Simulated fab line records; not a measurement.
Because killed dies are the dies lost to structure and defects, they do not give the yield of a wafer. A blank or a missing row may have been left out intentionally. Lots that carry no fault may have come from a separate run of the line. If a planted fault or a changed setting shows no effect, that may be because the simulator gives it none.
Which of the tools did it? :: flow nand_harc :: 14 lots, 39 wafers sampled, at 6 steps of a route of 1302

## WHAT EACH GAUGE READ, for each wafer
NHARC_A_DECK1_JOINT_THK_MEAS_17: measures by ellipsometry. Usual: thk_nm 44.9 nm, standard deviation 1.1.
lot: L680
measured: day 12 04:05
on: film_metro-02
thk_nm (nm): 44.4 44.5 45.2
flag: 

lot: L681
measured: day 13 04:19
on: film_metro-01
thk_nm (nm): 44.7 44.3 44.9
flag: 

lot: L683
measured: day 13 12:50
on: film_metro-02
thk_nm (nm): 44.3 46.7 45.7
flag: 

lot: L684
measured: day 14 02:54
on: film_metro-02
thk_nm (nm): 44.6 46.6 43.7
flag: 

lot: L686
measured: day 14 09:28
on: film_metro-02
thk_nm (nm): 44.9 44.1 45.1
flag: 

lot: L690
measured: day 16 17:46
on: film_metro-01
thk_nm (nm): 47.7 44.9 44.4
flag: 

lot: L689
measured: day 16 17:35
on: film_metro-01
thk_nm (nm): 47.1 46.0 44.6
flag: 

lot: L692
measured: day 17 10:39
on: film_metro-01
thk_nm (nm): 43.9 43.7 43.6
flag: 

lot: L694
measured: day 18 12:05
on: film_metro-02
thk_nm (nm): 44.5 45.6 45.9
flag: 

lot: L696
measured: day 19 01:20
on: film_metro-01
thk_nm (nm): 45.6 44.8
flag: 

lot: L697
measured: day 19 06:28
on: film_metro-02
thk_nm (nm): 43.1 45.1
flag: 

lot: L698
measured: day 19 20:34
on: film_metro-01
thk_nm (nm): 44.8 44.4
flag: 

lot: L701
measured: day 21 04:17
on: film_metro-01
thk_nm (nm): 43.6 44.7 43.2
flag: 

lot: L702
measured: day 21 18:27
on: film_metro-01
thk_nm (nm): 45.1 46.5 45.1
flag: 

NHARC_A_DECK1_JOINT_INSPECT_05. Usual: raw_defect_count 332, standard deviation 140.
lot: L680
measured: day 12 04:07
on: defect_inspect-02
raw_defect_count: 249 275 164
flag: 

lot: L681
measured: day 13 04:20
on: defect_inspect-02
raw_defect_count: 446 602 284
flag: 

lot: L683
measured: day 13 12:52
on: defect_inspect-02
raw_defect_count: 146 173 236
flag: 

lot: L684
measured: day 14 02:56
on: defect_inspect-02
raw_defect_count: 253 200 212
flag: 

lot: L686
measured: day 14 09:30
on: defect_inspect-01
raw_defect_count: 187 148 160
flag: 

lot: L690
measured: day 16 17:47
on: defect_inspect-02
raw_defect_count: 303 677 375
flag: 

lot: L689
measured: day 16 17:38
on: defect_inspect-02
raw_defect_count: 228 329 311
flag: 

lot: L692
measured: day 17 10:41
on: defect_inspect-01
raw_defect_count: 375 217 333
flag: 

lot: L694
measured: day 18 12:07
on: defect_inspect-02
raw_defect_count: 249 458 191
flag: 

lot: L696
measured: day 19 01:23
on: defect_inspect-02
raw_defect_count: 443 920
flag: 

lot: L697
measured: day 19 06:31
on: defect_inspect-02
raw_defect_count: 196 238
flag: 

lot: L698
measured: day 19 20:36
on: defect_inspect-01
raw_defect_count: 366 252
flag: 

lot: L701
measured: day 21 04:19
on: defect_inspect-02
raw_defect_count: 363 355 339
flag: 

lot: L702
measured: day 21 18:29
on: defect_inspect-01
raw_defect_count: 297 309 322
flag: 

NHARC_A_ONON_D2_THK_MEAS_08: measures by ellipsometry. Usual: thk_nm 997 nm, standard deviation 7.4.
lot: L680
measured: day 12 05:49
on: film_metro-02
thk_nm (nm): 984 984 983
flag: 

lot: L681
measured: day 13 06:04
on: film_metro-01
thk_nm (nm): 997 997 997
flag: 

lot: L683
measured: day 13 14:35
on: film_metro-02
thk_nm (nm): 1017 1017 1015
flag: 

lot: L684
measured: day 14 04:38
on: film_metro-01
thk_nm (nm): 1011 1010 1010
flag: 

lot: L686
measured: day 14 11:12
on: film_metro-02
thk_nm (nm): 1000 1001 997
flag: 

lot: L690
measured: day 16 19:41
on: film_metro-01
thk_nm (nm): 990 990 992
flag: 

lot: L689
measured: day 16 19:28
on: film_metro-01
thk_nm (nm): 1000 1000 1001
flag: 

lot: L692
measured: day 17 12:25
on: film_metro-01
thk_nm (nm): 999 999 998
flag: 

lot: L694
measured: day 18 13:50
on: film_metro-02
thk_nm (nm): 988 988 985
flag: 

lot: L696
measured: day 19 03:05
on: film_metro-02
thk_nm (nm): 450 992
flag: OFF

lot: L697
measured: day 19 08:13
on: film_metro-01
thk_nm (nm): 985 447
flag: OFF

lot: L698
measured: day 19 22:19
on: film_metro-01
thk_nm (nm): 1004 464
flag: OFF

lot: L701
measured: day 21 06:02
on: film_metro-01
thk_nm (nm): 1004 1006 1004
flag: 

lot: L702
measured: day 21 20:11
on: film_metro-01
thk_nm (nm): 994 996 994
flag: 

NHARC_END_SORT_01. Usual: killed_at_array 54, standard deviation 21; killed_at_other 1.0, standard deviation 1.2; killed_at_periphery 3.6, standard deviation 2.6; killed_dies 58, standard deviation 20; killed_open 3.3, standard deviation 1.9; killed_short 2.6, standard deviation 1.5.
lot: L690
measured: day 28 12:35
on: prober-01
killed_at_array: 35 36 37
killed_at_other: 2 2 2
killed_at_periphery: 3 4 3
killed_dies: 40 42 42
killed_open: 8 4 4
killed_short: 3 1 3
flag: 

lot: L689
measured: day 29 07:58
on: prober-01
killed_at_array: 64
killed_at_other: 1
killed_at_periphery: 5
killed_dies: 70
killed_open: 5
killed_short: 2
flag: 

lot: L692
measured: day 29 15:25
on: prober-02
killed_at_array: 20 24 22
killed_at_other: 0 1 0
killed_at_periphery: 3 8 6
killed_dies: 23 33 28
killed_open: 3 2 6
killed_short: 0 3 5
flag: 

lot: L694
measured: day 31 10:37
on: prober-01
killed_at_array: 93 65 73
killed_at_other: 0 1 1
killed_at_periphery: 4 0 7
killed_dies: 97 66 81
killed_open: 5 4 4
killed_short: 2 1 4
flag: 

lot: L696
measured: day 30 19:50
on: prober-02
killed_at_array: 669 74
killed_at_other: 0 1
killed_at_periphery: 8 11
killed_dies: 677 86
killed_open: 4 7
killed_short: 2 2
flag: OFF

lot: L697
measured: day 30 19:10
on: prober-01
killed_at_array: 42 671
killed_at_other: 1 2
killed_at_periphery: 4 4
killed_dies: 47 677
killed_open: 4 1
killed_short: 2 3
flag: OFF

lot: L698
measured: day 31 21:20
on: prober-02
killed_at_array: 54 672
killed_at_other: 1 2
killed_at_periphery: 1 3
killed_dies: 56 677
killed_open: 3 2
killed_short: 3 4
flag: OFF

## WHICH TOOL RAN EACH LOT (tool, then ch and the chambers of the sampled wafers, then the start)
lot: L680
NHARC_A_CHANNEL_FILL_D1_ETCHBACK_08: rie_diel-13 ch 0,1, day 12 04:05 or earlier
NHARC_A_ONON_D2_DEP_06: pecvd_onon-03 ch 0, day 12 05:29

lot: L681
NHARC_A_CHANNEL_FILL_D1_ETCHBACK_08: rie_diel-08 ch 0,1,3, day 13 04:19 or earlier
NHARC_A_ONON_D2_DEP_06: pecvd_onon-03 ch 0, day 13 05:40

lot: L683
NHARC_A_CHANNEL_FILL_D1_ETCHBACK_08: rie_diel-13 ch 2,3, day 13 12:50 or earlier
NHARC_A_ONON_D2_DEP_06: pecvd_onon-01 ch 0, day 13 14:11

lot: L684
NHARC_A_CHANNEL_FILL_D1_ETCHBACK_08: rie_diel-13 ch 0,1,2, day 14 02:54 or earlier
NHARC_A_ONON_D2_DEP_06: pecvd_onon-01 ch 0, day 14 04:14

lot: L686
NHARC_A_CHANNEL_FILL_D1_ETCHBACK_08: rie_diel-13 ch 0,1,3, day 14 09:28 or earlier
NHARC_A_ONON_D2_DEP_06: pecvd_onon-03 ch 0, day 14 10:41

lot: L690
NHARC_A_CHANNEL_FILL_D1_ETCHBACK_08: rie_diel-13 ch 0,1,2, day 16 17:46 or earlier
NHARC_A_ONON_D2_DEP_06: pecvd_onon-02 ch 0, day 16 19:14

lot: L689
NHARC_A_CHANNEL_FILL_D1_ETCHBACK_08: rie_diel-08 ch 0,2, day 16 17:35 or earlier
NHARC_A_ONON_D2_DEP_06: pecvd_onon-01 ch 0, day 16 19:04

lot: L692
NHARC_A_CHANNEL_FILL_D1_ETCHBACK_08: rie_diel-08 ch 0,1,2, day 17 10:39 or earlier
NHARC_A_ONON_D2_DEP_06: pecvd_onon-02 ch 0, day 17 11:55

lot: L694
NHARC_A_CHANNEL_FILL_D1_ETCHBACK_08: rie_diel-08 ch 0,1, day 18 12:05 or earlier
NHARC_A_ONON_D2_DEP_06: pecvd_onon-03 ch 0, day 18 13:26

lot: L696
NHARC_A_CHANNEL_FILL_D1_ETCHBACK_08: rie_diel-13 ch 0, day 19 01:20 or earlier
NHARC_A_ONON_D2_DEP_06: pecvd_onon-02 ch 0, day 19 02:42

lot: L697
NHARC_A_CHANNEL_FILL_D1_ETCHBACK_08: rie_diel-13 ch 0,3, day 19 06:28 or earlier
NHARC_A_ONON_D2_DEP_06: pecvd_onon-02 ch 0, day 19 07:46

lot: L698
NHARC_A_CHANNEL_FILL_D1_ETCHBACK_08: rie_diel-08 ch 1,2, day 19 20:34 or earlier
NHARC_A_ONON_D2_DEP_06: pecvd_onon-02 ch 0, day 19 21:51

lot: L701
NHARC_A_CHANNEL_FILL_D1_ETCHBACK_08: rie_diel-13 ch 0,3, day 21 04:17 or earlier
NHARC_A_ONON_D2_DEP_06: pecvd_onon-03 ch 0, day 21 05:32

lot: L702
NHARC_A_CHANNEL_FILL_D1_ETCHBACK_08: rie_diel-09 ch 0,3, day 21 18:27 or earlier
NHARC_A_ONON_D2_DEP_06: pecvd_onon-01 ch 0, day 21 19:44
- NHARC_A_CHANNEL_FILL_D1_ETCHBACK_08: etches the open film in C4F8, target depth 220 nm, time 110 s.
- NHARC_A_ONON_D2_DEP_06: target thk 1000 nm.

## WHAT THE TOOLS THEMSELVES READ (means of the sampled wafers that have a number; where no wafer has one, the mark that the record gives instead)
NHARC_A_CHANNEL_FILL_D1_ETCHBACK_08. Usual: oes_product_au 0.95 a.u., standard deviation 0.034; rf_vpp_V 439.6 V, standard deviation 2.4.
lot: L680
tool: rie_diel-13
oes_product_au (a.u.): 0.96
rf_vpp_V (V): 439.0
flag: 

lot: L681
tool: rie_diel-08
oes_product_au (a.u.): 0.92
rf_vpp_V (V): 440.5
flag: 

lot: L683
tool: rie_diel-13
oes_product_au (a.u.): 1.00
rf_vpp_V (V): 439.0
flag: 

lot: L684
tool: rie_diel-13
oes_product_au (a.u.): 0.92
rf_vpp_V (V): 438.6
flag: 

lot: L686
tool: rie_diel-13
oes_product_au (a.u.): 0.91
rf_vpp_V (V): 439.2
flag: 

lot: L690
tool: rie_diel-13
oes_product_au (a.u.): 0.99
rf_vpp_V (V): 439.0
flag: 

lot: L689
tool: rie_diel-08
oes_product_au (a.u.): 0.92
rf_vpp_V (V): 441.2
flag: 

lot: L692
tool: rie_diel-08
oes_product_au (a.u.): 0.92
rf_vpp_V (V): 441.0
flag: 

lot: L694
tool: rie_diel-08
oes_product_au (a.u.): 1.00
rf_vpp_V (V): 442.9
flag: 

lot: L696
tool: rie_diel-13
oes_product_au (a.u.): 0.99
rf_vpp_V (V): 438.9
flag: 

lot: L697
tool: rie_diel-13
oes_product_au (a.u.): 0.98
rf_vpp_V (V): 438.5
flag: 

lot: L698
tool: rie_diel-08
oes_product_au (a.u.): 0.91
rf_vpp_V (V): 443.6
flag: 

lot: L701
tool: rie_diel-13
oes_product_au (a.u.): 0.92
rf_vpp_V (V): 439.3
flag: 

lot: L702
tool: rie_diel-09
oes_product_au (a.u.): 0.92
rf_vpp_V (V): 438.3
flag: 

NHARC_A_ONON_D2_DEP_06. Usual: sih4_flow_sccm 210.1 sccm, standard deviation 0.53.
lot: L680
tool: pecvd_onon-03
sih4_flow_sccm (sccm): 209.4
flag: 

lot: L681
tool: pecvd_onon-03
sih4_flow_sccm (sccm): 210.1
flag: 

lot: L683
tool: pecvd_onon-01
sih4_flow_sccm (sccm): 209.5
flag: 

lot: L684
tool: pecvd_onon-01
sih4_flow_sccm (sccm): 209.8
flag: 

lot: L686
tool: pecvd_onon-03
sih4_flow_sccm (sccm): 210.5
flag: 

lot: L690
tool: pecvd_onon-02
sih4_flow_sccm (sccm): 210.1
flag: 

lot: L689
tool: pecvd_onon-01
sih4_flow_sccm (sccm): 210.3
flag: 

lot: L692
tool: pecvd_onon-02
sih4_flow_sccm (sccm): 209.7
flag: 

lot: L694
tool: pecvd_onon-03
sih4_flow_sccm (sccm): 210.4
flag: 

lot: L696
tool: pecvd_onon-02
sih4_flow_sccm (sccm): 211.1
flag: 

lot: L697
tool: pecvd_onon-02
sih4_flow_sccm (sccm): 210.2
flag: 

lot: L698
tool: pecvd_onon-02
sih4_flow_sccm (sccm): 209.9
flag: 

lot: L701
tool: pecvd_onon-03
sih4_flow_sccm (sccm): 210.1
flag: 

lot: L702
tool: pecvd_onon-01
sih4_flow_sccm (sccm): 209.7
flag: 

## THE ANSWER, worked out from the rows above alone
Rule: lot off if the mean of its wafers having a number is beyond 3 standard deviations from the usual mean. Also off: a lot with no number at a reading for which 4 or more lots have one. Any other lot the step has rows for is counted as sound. First the gauges in route order, then the tools' own readings, where a lot's mean is used as printed above. The first step at which some lot is off is used, and at that step the reading that is off furthest; a lot without a number counts as furthest.
Off, at NHARC_A_ONON_D2_THK_MEAS_08 on thk_nm: L696, L697, L698.
A tool fits if, at a process step before that reading, it ran every lot that is off, and no sound lot after the first of them. The gauges at NHARC_A_ONON_D2_THK_MEAS_08 aren't tried: what is off there is off at NHARC_END_SORT_01 too, on other tools, and a gauge's error can't cause that. Because NHARC_A_CHANNEL_FILL_D1_ETCHBACK_08 lacks a start for some lots, the hours and order of its lots are taken from NHARC_A_DECK1_JOINT_THK_MEAS_17. One fits: NHARC_A_ONON_D2_DEP_06 on pecvd_onon-02. Its last sound lot is L692 (day 17 11:55), its first lot that is off L696 (day 19 02:42): a fault that began between those two fits.

## WHAT HAD BEEN PUT IN BY THE SIMULATOR
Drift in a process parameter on pecvd_onon-02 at NHARC_A_ONON_D2_DEP_06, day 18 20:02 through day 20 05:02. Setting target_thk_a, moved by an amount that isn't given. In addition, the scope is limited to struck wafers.
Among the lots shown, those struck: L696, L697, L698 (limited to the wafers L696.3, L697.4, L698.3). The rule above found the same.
